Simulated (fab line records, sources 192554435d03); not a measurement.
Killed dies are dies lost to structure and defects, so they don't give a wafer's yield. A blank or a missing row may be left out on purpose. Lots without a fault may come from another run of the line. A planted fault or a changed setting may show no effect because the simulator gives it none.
Chamber matching | flow n5_finfet | N5_HKMG_FIN_ETCH_55 on rie_diel-04: 4 sister chambers
The step etches SOC in N2/H2, target depth 240 nm, time 300 s. 8 wafers are shown with their chamber, then 7 later ones without.

WAFERS WITH THEIR CHAMBER
wafer  | chamber | showerhead_plenum_p_Torr (Torr) | throttle_valve_pct (%)
L305.1 | 3       | 2.62                            | 17.72
L305.2 | 1       | 2.61                            | 17.85
L316.3 | 1       | 2.60                            | 17.89
L317.1 | 0       | 2.53                            | 18.06
L317.2 | 2       | 2.50                            | 17.65
L317.5 | 3       | 2.61                            | 17.77
L320.1 | 2       | 2.50                            | 17.68
L320.3 | 0       | 2.53                            | 18.10

WAFERS WITHOUT THEIR CHAMBER
wafer  | showerhead_plenum_p_Torr (Torr) | throttle_valve_pct (%)
L320.4 | 2.61                            | 17.79
L321.1 | 2.50                            | 17.67
L321.2 | 2.53                            | 18.06
L321.3 | 2.61                            | 17.78
L322.1 | 2.61                            | 17.78
L322.4 | 2.59                            | 17.90
L322.5 | 2.61                            | 17.79

WHICH CHAMBER EACH WENT THROUGH
wafer  | from the rows above     | in truth
L320.4 | can't be placed: 3 or 1 | 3
L321.1 | 2                       | 2
L321.2 | 0                       | 0
L321.3 | can't be placed: 3 or 1 | 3
L322.1 | can't be placed: 3 or 1 | 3
L322.4 | 1                       | 1
L322.5 | can't be placed: 3 or 1 | 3
Placed correctly: 3 of 7. Can't be placed from these rows: 4 (the true chamber is among the candidates in 4). Placed wrongly: 0.
How it was worked out, from the rows above alone: a wafer's distance from a chamber is the root of the sum, over the readings, of the square of ((its reading less the chamber's mean) divided by the reading's scatter). The wafer belongs to the nearest chamber; if the next one is less than 2 further off, it can't be placed. A chamber's mean is the mean of its shown wafers. The scatter: the root of (the sum of the squares of (reading less its chamber's mean) over the shown wafers, divided by (wafers less chambers)).
